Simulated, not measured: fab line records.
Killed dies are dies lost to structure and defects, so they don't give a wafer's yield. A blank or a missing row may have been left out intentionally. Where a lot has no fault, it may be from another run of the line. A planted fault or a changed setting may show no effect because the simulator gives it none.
Chamber matching :: flow n5Finfet :: N5_BEOL_M0_SAQP_PECVD_00 on pecvd-01: 3 sister chambers
The step deposits SiCN from 3MS/NH3, target thk 8 nm, time 14 s. 6 wafers are shown with their chamber, then 12 later ones without.

== WAFERS WITH THEIR CHAMBER ==
wafer: L080.6
chamber: 2
throttleValvePct (%): 8.6
rfFwdPowerW (W): 199.7

wafer: L087.5
chamber: 1
throttleValvePct (%): 9.7
rfFwdPowerW (W): 196.4

wafer: L087.6
chamber: 0
throttleValvePct (%): 9.6
rfFwdPowerW (W): 199.7

wafer: L085.1
chamber: 0
throttleValvePct (%): 9.5
rfFwdPowerW (W): 199.3

wafer: L085.3
chamber: 1
throttleValvePct (%): 9.8
rfFwdPowerW (W): 196.2

wafer: L085.4
chamber: 2
throttleValvePct (%): 8.9
rfFwdPowerW (W): 200.2

== WAFERS WITH NO CHAMBER GIVEN ==
wafer: L089.3
throttleValvePct (%): 8.6
rfFwdPowerW (W): 199.5

wafer: L089.4
throttleValvePct (%): 8.8
rfFwdPowerW (W): 199.6

wafer: L089.6
throttleValvePct (%): 9.5
rfFwdPowerW (W): 198.7

wafer: L090.2
throttleValvePct (%): 9.7
rfFwdPowerW (W): 196.0

wafer: L090.4
throttleValvePct (%): 9.8
rfFwdPowerW (W): 196.1

wafer: L090.5
throttleValvePct (%): 8.8
rfFwdPowerW (W): 199.8

wafer: L092.1
throttleValvePct (%): 10.2
rfFwdPowerW (W): 196.7

wafer: L092.4
throttleValvePct (%): 8.8
rfFwdPowerW (W): 200.9

wafer: L092.6
throttleValvePct (%): 9.4
rfFwdPowerW (W): 199.4

wafer: L095.4
throttleValvePct (%): 9.3
rfFwdPowerW (W): 199.1

wafer: L095.5
throttleValvePct (%): 9.9
rfFwdPowerW (W): 197.5

wafer: L095.6
throttleValvePct (%): 8.6
rfFwdPowerW (W): 200.2

== THE CHAMBER EACH PASSED THROUGH ==
wafer: L089.3
from the rows above: 2
in truth: 2

wafer: L089.4
from the rows above: 2
in truth: 2

wafer: L089.6
from the rows above: 0
in truth: 0

wafer: L090.2
from the rows above: 1
in truth: 1

wafer: L090.4
from the rows above: 1
in truth: 1

wafer: L090.5
from the rows above: 2
in truth: 2

wafer: L092.1
from the rows above: 1
in truth: 1

wafer: L092.4
from the rows above: 2
in truth: 2

wafer: L092.6
from the rows above: 0
in truth: 0

wafer: L095.4
from the rows above: 0
in truth: 0

wafer: L095.5
from the rows above: 1
in truth: 1

wafer: L095.6
from the rows above: 2
in truth: 2
Placed correctly: 12 of 12. Can't be placed from these rows: 0. Number placed wrongly: 0.
How it was worked out, from the rows above alone: a wafer's distance from a chamber is the root of the sum, over the readings, of the square of ((its reading less the chamber's mean) divided by the reading's scatter). If the next closest chamber is less than 2 further off than the closest, the wafer can't be placed; otherwise it belongs to the closest. A chamber's mean is the mean of its shown wafers. The scatter: the root of (the sum of the squares of (reading less its chamber's mean) over the shown wafers, divided by (wafers less chambers)).
